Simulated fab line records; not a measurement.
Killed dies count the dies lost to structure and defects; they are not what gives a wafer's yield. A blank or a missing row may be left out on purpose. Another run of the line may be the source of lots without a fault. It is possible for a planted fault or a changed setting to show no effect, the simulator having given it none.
Split-lot experiment ; flow n5 finfet ; 21 wafers read across 7 lots, on a route 1938 steps long

## SPLIT DETAILS
At N5_BEOL_M10_PEB_26 (peb time 60 s), the setting peb time s was moved away from the recipe's 60 s on 8 of the 21 wafers read, by -21.7% to +20.6%. The other wafers ran this setting at the recipe's value.

## FROM SPLIT TO READING: 1 step shown by the file between the two
- N5_BEOL_M10_DEVELOP_27: develop time 30 s

## THE READING
cd nm, in nm, at N5_BEOL_M10_CD_MEAS_28 (target cd 70 nm). A value of 69.7 nm with a standard deviation of 0.75 nm is what fault-free wafers of this fab line usually give.

wafer;tool, chamber at the split;peb time s as run, s;against the recipe;cd nm, nm;against lot-mates on the recipe
L075.4;litho track-04, 0;66.57;+10.9%;75.2;+4.4
L075.5;litho track-04, 0;60;recipe;71.2;-
L075.6;litho track-04, 0;60;recipe;70.5;-
L079.2;litho track-03, 0;68.37;+14.0%;75.1;+5.1
L079.3;litho track-03, 0;68.37;+14.0%;74.0;+4.0
L079.4;litho track-03, 0;60;recipe;70.0;-
L083.3;litho track-05, 0;72.36;+20.6%;77.0;+7.3
L083.5;litho track-05, 0;60;recipe;70.2;-
L083.6;litho track-05, 0;60;recipe;69.2;-
L082.1;litho track-04, 0;60;recipe;69.7;-
L082.3;litho track-04, 0;67.17;+11.9%;74.3;+4.6
L082.4;litho track-04, 0;67.17;+11.9%;74.7;+5.0
L086.1;litho track-03, 0;60;recipe;71.2;-
L086.3;litho track-03, 0;60;recipe;70.9;-
L086.5;litho track-03, 0;60;recipe;69.9;-
L094.1;litho track-05, 0;60;recipe;69.3;-
L094.4;litho track-05, 0;46.98;-21.7%;58.3;-10.9
L094.6;litho track-05, 0;60;recipe;69.1;-
L092.1;litho track-04, 0;60;recipe;69.2;-
L092.3;litho track-04, 0;60;recipe;71.0;-
L092.4;litho track-04, 0;55.53;-7.5%;66.9;-3.2

THE FIT
A straight line over all 21 wafers: cd nm changes by +0.417 nm for each +1% of peb time s; r = +0.97; the points scatter about the line by 1 nm.
The same after taking each lot's own level away (the mean of its wafers on the recipe; 21 wafers): +0.41 nm for each +1%; r = +0.98; scatter 0.74 nm.
Per that fit: largest peb time s move, reading shift of 8.9 nm.
The span of the lots' own levels, 69.20 to 70.85 nm, comes to 2.2 times the standard deviation stated above.
So the lot-to-lot level changes the slope little: the two slopes agree.
Check: with one of the wafers moved furthest among these (-21.7%) left out of the fit, the line predicts -7.96 nm for it against its lot-mates. It came out at -10.9 nm against them.

## THE FILE'S OWN FIT
cd nm changes by +0.412 nm for each +1% of peb time s, r = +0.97.
